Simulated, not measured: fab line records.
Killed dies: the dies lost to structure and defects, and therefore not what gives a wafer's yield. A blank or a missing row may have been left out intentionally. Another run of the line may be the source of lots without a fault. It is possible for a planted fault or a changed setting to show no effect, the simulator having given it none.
Matching of chambers || flow nand harc || NHARC_A_CHANNEL_FILL_D1_ALD_25 on ald hk-04 has 4 sister chambers
The step deposits SiOx, target thk 60 nm, pulse time 10 s, ald cycles 600. 4 wafers are shown with their chamber, then 7 later ones without.

WAFERS, EACH WITH ITS CHAMBER
{"wafer": "L082.4", "chamber": 0, "heater power w (W)": 506}
{"wafer": "L086.3", "chamber": 1, "heater power w (W)": 403}
{"wafer": "L086.4", "chamber": 2, "heater power w (W)": 434}
{"wafer": "L090.5", "chamber": 3, "heater power w (W)": 461}

WAFERS MISSING THEIR CHAMBER
{"wafer": "L090.6", "heater power w (W)": 509}
{"wafer": "L092.1", "heater power w (W)": 515}
{"wafer": "L092.3", "heater power w (W)": 406}
{"wafer": "L092.6", "heater power w (W)": 413}
{"wafer": "L094.4", "heater power w (W)": 524}
{"wafer": "L094.5", "heater power w (W)": 433}
{"wafer": "L094.6", "heater power w (W)": 407}

WHICH CHAMBER EACH WENT THROUGH
{"wafer": "L090.6", "from the rows above": 0, "in truth": 0}
{"wafer": "L092.1", "from the rows above": 0, "in truth": 0}
{"wafer": "L092.3", "from the rows above": 1, "in truth": 1}
{"wafer": "L092.6", "from the rows above": "can't be placed: 1 or 2", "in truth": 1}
{"wafer": "L094.4", "from the rows above": 0, "in truth": 0}
{"wafer": "L094.5", "from the rows above": 2, "in truth": 2}
{"wafer": "L094.6", "from the rows above": 1, "in truth": 1}
6 of 7 placed correctly. From these rows, 1 cannot be placed; in 1 the true chamber is one of the candidates. Placed wrongly: 0.
How it was worked out, from the rows above alone: a wafer's distance from a chamber is the root of the sum, over the readings, of the square of ((its reading less the chamber's mean) divided by the reading's scatter). The wafer belongs to the nearest chamber; if the next one is less than 2 further off, it can't be placed. Each chamber's mean is taken over the wafers shown for it. The scatter: with one shown wafer a chamber, the root of the mean of the squares of how far each hidden wafer lies from its nearest shown one.
